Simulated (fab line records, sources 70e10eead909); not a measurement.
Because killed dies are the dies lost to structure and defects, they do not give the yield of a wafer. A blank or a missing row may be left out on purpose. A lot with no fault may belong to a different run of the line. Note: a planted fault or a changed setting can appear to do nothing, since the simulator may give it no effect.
Which tool did it? / flow nand-harc / 72 wafers from 24 lots sampled at 3 of the route's 1302 steps

== WHAT EACH GAUGE READ, for each wafer ==
NHARC_A_ONON_D2_THK_MEAS_02: measures by ellipsometry. Usual: thk-nm at 1000 nm, with a standard deviation of 9.3.
lot=L074; measured=day 12 10:32; on=film-metro-01; thk-nm (nm)=998 996 997; flag=
lot=L075; measured=day 12 10:26; on=film-metro-01; thk-nm (nm)=986 988 989; flag=
lot=L076; measured=day 13 02:59; on=film-metro-01; thk-nm (nm)=994 994 995; flag=
lot=L078; measured=day 13 22:10; on=film-metro-01; thk-nm (nm)=998 998 998; flag=
lot=L077; measured=day 13 22:08; on=film-metro-02; thk-nm (nm)=987 986 987; flag=
lot=L079; measured=day 14 18:23; on=film-metro-01; thk-nm (nm)=1023 1018 1020; flag=
lot=L080; measured=day 15 07:09; on=film-metro-01; thk-nm (nm)=995 996 994; flag=
lot=L081; measured=day 15 07:10; on=film-metro-02; thk-nm (nm)=996 996 997; flag=
lot=L082; measured=day 15 19:27; on=film-metro-01; thk-nm (nm)=998 998 1000; flag=
lot=L083; measured=day 16 05:50; on=film-metro-02; thk-nm (nm)=981 981 979; flag=
lot=L084; measured=day 16 21:05; on=film-metro-01; thk-nm (nm)=1008 1006 1006; flag=
lot=L085; measured=day 17 14:26; on=film-metro-01; thk-nm (nm)=989 988 991; flag=
lot=L086; measured=day 17 14:25; on=film-metro-02; thk-nm (nm)=1015 1015 1015; flag=
lot=L088; measured=day 18 16:34; on=film-metro-02; thk-nm (nm)=1005 1006 1005; flag=
lot=L090; measured=day 19 01:01; on=film-metro-02; thk-nm (nm)=1010 1010 1010; flag=
lot=L087; measured=day 19 00:50; on=film-metro-02; thk-nm (nm)=999 1001 1000; flag=
lot=L089; measured=day 19 00:52; on=film-metro-01; thk-nm (nm)=1001 998 1002; flag=
lot=L092; measured=day 19 13:50; on=film-metro-02; thk-nm (nm)=1006 1005 1007; flag=
lot=L091; measured=day 19 13:44; on=film-metro-02; thk-nm (nm)=991 989 990; flag=
lot=L094; measured=day 20 19:49; on=film-metro-01; thk-nm (nm)=1001 999 1000; flag=
lot=L093; measured=day 20 19:50; on=film-metro-02; thk-nm (nm)=1012 1012 1012; flag=
lot=L095; measured=day 21 15:17; on=film-metro-01; thk-nm (nm)=1010 1009 1010; flag=
lot=L096; measured=day 21 15:17; on=film-metro-02; thk-nm (nm)=1003 1002 1003; flag=
lot=L097; measured=day 21 22:57; on=film-metro-01; thk-nm (nm)=995 998 997; flag=

NHARC_A_ONON_D2_THK_MEAS_14: measures by ellipsometry. Usual: thk-nm at 999 nm, with a standard deviation of 11.
lot=L074; measured=day 12 12:49; on=film-metro-02; thk-nm (nm)=995 995 995; flag=
lot=L075; measured=day 12 12:41; on=film-metro-01; thk-nm (nm)=1010 1007 1009; flag=
lot=L076; measured=day 13 05:15; on=film-metro-01; thk-nm (nm)=992 991 993; flag=
lot=L078; measured=day 14 00:26; on=film-metro-01; thk-nm (nm)=1000 1003 1000; flag=
lot=L077; measured=day 14 00:25; on=film-metro-02; thk-nm (nm)=1013 1013 1013; flag=
lot=L079; measured=day 14 20:38; on=film-metro-02; thk-nm (nm)=1005 1005 1006; flag=
lot=L080; measured=day 15 09:25; on=film-metro-01; thk-nm (nm)=1017 1018 1016; flag=
lot=L081; measured=day 15 09:26; on=film-metro-02; thk-nm (nm)=988 986 988; flag=
lot=L082; measured=day 15 21:43; on=film-metro-02; thk-nm (nm)=996 995 993; flag=
lot=L083; measured=day 16 08:07; on=film-metro-02; thk-nm (nm)=1013 1015 1011; flag=
lot=L084; measured=day 16 23:22; on=film-metro-01; thk-nm (nm)=1001 1003 1002; flag=
lot=L085; measured=day 17 16:44; on=film-metro-01; thk-nm (nm)=1008 1008 1009; flag=
lot=L086; measured=day 17 16:41; on=film-metro-02; thk-nm (nm)=996 995 995; flag=
lot=L088; measured=day 18 18:50; on=film-metro-02; thk-nm (nm)=997 997 997; flag=
lot=L090; measured=day 19 03:17; on=film-metro-02; thk-nm (nm)=1002 1000 1002; flag=
lot=L087; measured=day 19 03:06; on=film-metro-02; thk-nm (nm)=994 993 991; flag=
lot=L089; measured=day 19 03:07; on=film-metro-01; thk-nm (nm)=1001 1001 1003; flag=
lot=L092; measured=day 19 16:06; on=film-metro-02; thk-nm (nm)=980 980 981; flag=
lot=L091; measured=day 19 16:00; on=film-metro-01; thk-nm (nm)=1011 1010 1009; flag=
lot=L094; measured=day 20 22:05; on=film-metro-02; thk-nm (nm)=994 994 995; flag=
lot=L093; measured=day 20 22:07; on=film-metro-01; thk-nm (nm)=989 990 989; flag=
lot=L095; measured=day 21 17:34; on=film-metro-01; thk-nm (nm)=1014 1013 1015; flag=
lot=L096; measured=day 21 17:41; on=film-metro-02; thk-nm (nm)=970 969 971; flag=
lot=L097; measured=day 22 01:13; on=film-metro-01; thk-nm (nm)=994 995 995; flag=

== WHICH TOOL RAN EACH LOT (tool, then ch and the chambers of the sampled wafers, then the start) ==
lot=L074; NHARC_A_DECK1_JOINT_ETCHBACK_00=rie-si-02 ch 1,2, day 11 12:52
lot=L075; NHARC_A_DECK1_JOINT_ETCHBACK_00=rie-si-05 ch 2,3, day 11 12:52
lot=L076; NHARC_A_DECK1_JOINT_ETCHBACK_00=rie-si-02 ch 1,2, day 11 23:54
lot=L078; NHARC_A_DECK1_JOINT_ETCHBACK_00=rie-si-05 ch 2,3, day 12 17:17
lot=L077; NHARC_A_DECK1_JOINT_ETCHBACK_00=rie-si-05 ch 0,1,3, day 12 20:55
lot=L079; NHARC_A_DECK1_JOINT_ETCHBACK_00=rie-si-05 ch 1,2, day 13 08:25
lot=L080; NHARC_A_DECK1_JOINT_ETCHBACK_00=rie-si-02 ch 0,1,3, day 14 04:22
lot=L081; NHARC_A_DECK1_JOINT_ETCHBACK_00=rie-si-06 ch 0,1,3, day 14 04:22
lot=L082; NHARC_A_DECK1_JOINT_ETCHBACK_00=rie-si-02 ch 2,3, day 14 19:48
lot=L083; NHARC_A_DECK1_JOINT_ETCHBACK_00=rie-si-02 ch 0,1,2, day 15 07:17
lot=L084; NHARC_A_DECK1_JOINT_ETCHBACK_00=rie-si-02 ch 0,2,3, day 15 21:46
lot=L085; NHARC_A_DECK1_JOINT_ETCHBACK_00=rie-si-05 ch 1,2,3, day 16 08:08
lot=L086; NHARC_A_DECK1_JOINT_ETCHBACK_00=rie-si-06 ch 1,2,3, day 16 08:10
lot=L088; NHARC_A_DECK1_JOINT_ETCHBACK_00=rie-si-06 ch 0,3, day 17 16:56
lot=L090; NHARC_A_DECK1_JOINT_ETCHBACK_00=rie-si-06 ch 0,2,3, day 17 23:31
lot=L087; NHARC_A_DECK1_JOINT_ETCHBACK_00=rie-si-02 ch 0,1,3, day 17 23:32
lot=L089; NHARC_A_DECK1_JOINT_ETCHBACK_00=rie-si-05 ch 1,3, day 18 03:07
lot=L092; NHARC_A_DECK1_JOINT_ETCHBACK_00=rie-si-06 ch 0,2,3, day 18 15:39
lot=L091; NHARC_A_DECK1_JOINT_ETCHBACK_00=rie-si-02 ch 0,1,3, day 18 15:40
lot=L094; NHARC_A_DECK1_JOINT_ETCHBACK_00=rie-si-02 ch 0,1,3, day 19 15:32
lot=L093; NHARC_A_DECK1_JOINT_ETCHBACK_00=rie-si-06 ch 1,2,3, day 19 15:34
lot=L095; NHARC_A_DECK1_JOINT_ETCHBACK_00=rie-si-06 ch 0,2, day 20 10:54
lot=L096; NHARC_A_DECK1_JOINT_ETCHBACK_00=rie-si-02 ch 0,1,2, day 20 17:46
lot=L097; NHARC_A_DECK1_JOINT_ETCHBACK_00=rie-si-02 ch 0,2,3, day 20 22:04
- NHARC_A_DECK1_JOINT_ETCHBACK_00: etches the open film in HBr, target depth 30 nm, time 17.4 s.

== WHAT THE TOOLS THEMSELVES READ (means of the sampled wafers that have a number; where no wafer has one, the mark that the record gives instead) ==
NHARC_A_DECK1_JOINT_ETCHBACK_00. Usual: drypump-motor-current-A 5.5 A, standard deviation 0.45; oes-product-au 1.005 a.u., standard deviation 0.013; rf-fwd-power-W 343.7 W, standard deviation 2; throttle-valve-pct 23.265 %, standard deviation 0.0085.
lot=L074; tool=rie-si-02; drypump-motor-current-A (A)=5.7; oes-product-au (a.u.)=1.001; rf-fwd-power-W (W)=343.4; throttle-valve-pct (%)=23.278; flag=
lot=L075; tool=rie-si-05; drypump-motor-current-A (A)=5.3; oes-product-au (a.u.)=1.003; rf-fwd-power-W (W)=343.7; throttle-valve-pct (%)=23.264; flag=
lot=L076; tool=rie-si-02; drypump-motor-current-A (A)=5.8; oes-product-au (a.u.)=1.007; rf-fwd-power-W (W)=342.5; throttle-valve-pct (%)=23.262; flag=
lot=L078; tool=rie-si-05; drypump-motor-current-A (A)=5.6; oes-product-au (a.u.)=0.995; rf-fwd-power-W (W)=343.9; throttle-valve-pct (%)=23.267; flag=
lot=L077; tool=rie-si-05; drypump-motor-current-A (A)=5.4; oes-product-au (a.u.)=1.004; rf-fwd-power-W (W)=342.9; throttle-valve-pct (%)=23.254; flag=
lot=L079; tool=rie-si-05; drypump-motor-current-A (A)=5.8; oes-product-au (a.u.)=0.999; rf-fwd-power-W (W)=345.5; throttle-valve-pct (%)=23.273; flag=
lot=L080; tool=rie-si-02; drypump-motor-current-A (A)=5.4; oes-product-au (a.u.)=1.013; rf-fwd-power-W (W)=343.2; throttle-valve-pct (%)=23.273; flag=
lot=L081; tool=rie-si-06; drypump-motor-current-A (A)=5.2; oes-product-au (a.u.)=0.996; rf-fwd-power-W (W)=343.7; throttle-valve-pct (%)=23.262; flag=
lot=L082; tool=rie-si-02; drypump-motor-current-A (A)=5.4; oes-product-au (a.u.)=1.008; rf-fwd-power-W (W)=343.8; throttle-valve-pct (%)=23.265; flag=
lot=L083; tool=rie-si-02; drypump-motor-current-A (A)=5.5; oes-product-au (a.u.)=1.023; rf-fwd-power-W (W)=343.8; throttle-valve-pct (%)=23.266; flag=
lot=L084; tool=rie-si-02; drypump-motor-current-A (A)=5.3; oes-product-au (a.u.)=1.016; rf-fwd-power-W (W)=344.4; throttle-valve-pct (%)=23.256; flag=
lot=L085; tool=rie-si-05; drypump-motor-current-A (A)=5.6; oes-product-au (a.u.)=0.993; rf-fwd-power-W (W)=343.9; throttle-valve-pct (%)=23.262; flag=
lot=L086; tool=rie-si-06; drypump-motor-current-A (A)=5.6; oes-product-au (a.u.)=1.001; rf-fwd-power-W (W)=343.0; throttle-valve-pct (%)=23.262; flag=
lot=L088; tool=rie-si-06; drypump-motor-current-A (A)=5.0; oes-product-au (a.u.)=0.988; rf-fwd-power-W (W)=345.4; throttle-valve-pct (%)=23.269; flag=
lot=L090; tool=rie-si-06; drypump-motor-current-A (A)=5.5; oes-product-au (a.u.)=1.000; rf-fwd-power-W (W)=344.1; throttle-valve-pct (%)=23.271; flag=
lot=L087; tool=rie-si-02; drypump-motor-current-A (A)=5.4; oes-product-au (a.u.)=1.014; rf-fwd-power-W (W)=343.7; throttle-valve-pct (%)=23.269; flag=
lot=L089; tool=rie-si-05; drypump-motor-current-A (A)=5.5; oes-product-au (a.u.)=0.994; rf-fwd-power-W (W)=344.0; throttle-valve-pct (%)=23.263; flag=
lot=L092; tool=rie-si-06; drypump-motor-current-A (A)=5.5; oes-product-au (a.u.)=0.989; rf-fwd-power-W (W)=343.5; throttle-valve-pct (%)=23.268; flag=
lot=L091; tool=rie-si-02; drypump-motor-current-A (A)=5.4; oes-product-au (a.u.)=1.010; rf-fwd-power-W (W)=343.2; throttle-valve-pct (%)=23.256; flag=
lot=L094; tool=rie-si-02; drypump-motor-current-A (A)=5.4; oes-product-au (a.u.)=1.008; rf-fwd-power-W (W)=342.2; throttle-valve-pct (%)=23.271; flag=
lot=L093; tool=rie-si-06; drypump-motor-current-A (A)=5.6; oes-product-au (a.u.)=1.015; rf-fwd-power-W (W)=342.6; throttle-valve-pct (%)=23.272; flag=
lot=L095; tool=rie-si-06; drypump-motor-current-A (A)=6.0; oes-product-au (a.u.)=1.017; rf-fwd-power-W (W)=344.5; throttle-valve-pct (%)=23.269; flag=
lot=L096; tool=rie-si-02; drypump-motor-current-A (A)=5.5; oes-product-au (a.u.)=1.006; rf-fwd-power-W (W)=343.7; throttle-valve-pct (%)=23.275; flag=
lot=L097; tool=rie-si-02; drypump-motor-current-A (A)=5.3; oes-product-au (a.u.)=1.010; rf-fwd-power-W (W)=344.3; throttle-valve-pct (%)=23.265; flag=

== THE ANSWER, worked out from the rows above alone ==
Rule: a lot is off if the mean of its wafers that have a number lies more than 3 standard deviations from the usual mean. Also off: a lot with no number at a reading for which 4 or more lots have one. All remaining lots with rows at the step are treated as sound. After the gauges, taken in route order, come the tools' own readings; for these a lot's mean is taken, as printed above. The first step at which some lot is off is used, and at that step the reading that is off furthest; a lot without a number counts as furthest.
No lot is off on any of the readings shown, so nothing can be concluded from this.

== WHAT THE SIMULATOR HAD INSERTED ==
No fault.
